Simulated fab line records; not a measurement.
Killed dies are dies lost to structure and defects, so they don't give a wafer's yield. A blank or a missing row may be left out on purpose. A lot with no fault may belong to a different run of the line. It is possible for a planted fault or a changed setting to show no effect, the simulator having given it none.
Matching of chambers / flow n5-finfet / N5_BEOL_M2_ETCH_69 on rie-diel-01: 4 sister chambers
The step etches SiARC in CF4, target depth 15.6 nm, time 26 s. 4 wafers are shown with their chamber, then 8 later ones without.

## WAFERS PAIRED WITH THEIR CHAMBERS
wafer=L080.3; chamber=0; drypump-motor-current-A (A)=5.0
wafer=L084.5; chamber=3; drypump-motor-current-A (A)=5.2
wafer=L084.6; chamber=2; drypump-motor-current-A (A)=5.8
wafer=L090.3; chamber=1; drypump-motor-current-A (A)=5.6

## WAFERS MISSING THEIR CHAMBER
wafer=L090.4; drypump-motor-current-A (A)=5.8
wafer=L090.6; drypump-motor-current-A (A)=5.8
wafer=L091.1; drypump-motor-current-A (A)=5.1
wafer=L091.3; drypump-motor-current-A (A)=5.6
wafer=L091.5; drypump-motor-current-A (A)=5.1
wafer=L093.1; drypump-motor-current-A (A)=5.2
wafer=L093.3; drypump-motor-current-A (A)=5.0
wafer=L093.4; drypump-motor-current-A (A)=5.2

## EACH ONE'S CHAMBER
wafer=L090.4; from the rows above=2; in truth=2
wafer=L090.6; from the rows above=2; in truth=2
wafer=L091.1; from the rows above=can't be placed: 0 or 3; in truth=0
wafer=L091.3; from the rows above=1; in truth=1
wafer=L091.5; from the rows above=can't be placed: 0 or 3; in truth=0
wafer=L093.1; from the rows above=3; in truth=3
wafer=L093.3; from the rows above=0; in truth=0
wafer=L093.4; from the rows above=3; in truth=3
6 of 8 placed correctly. Cannot be placed on the basis of these rows: 2; the candidates contain the true chamber in 2. Number placed wrongly: 0.
How it was worked out, from the rows above alone: a wafer's distance from a chamber is the root of the sum, over the readings, of the square of ((its reading less the chamber's mean) divided by the reading's scatter). If the next closest chamber is less than 2 further off than the closest, the wafer can't be placed; otherwise it belongs to the closest. For every chamber, the mean is computed from those of its wafers that are shown. The scatter: root of mean squared gap, hidden wafer to nearest shown wafer, with one shown wafer a chamber.
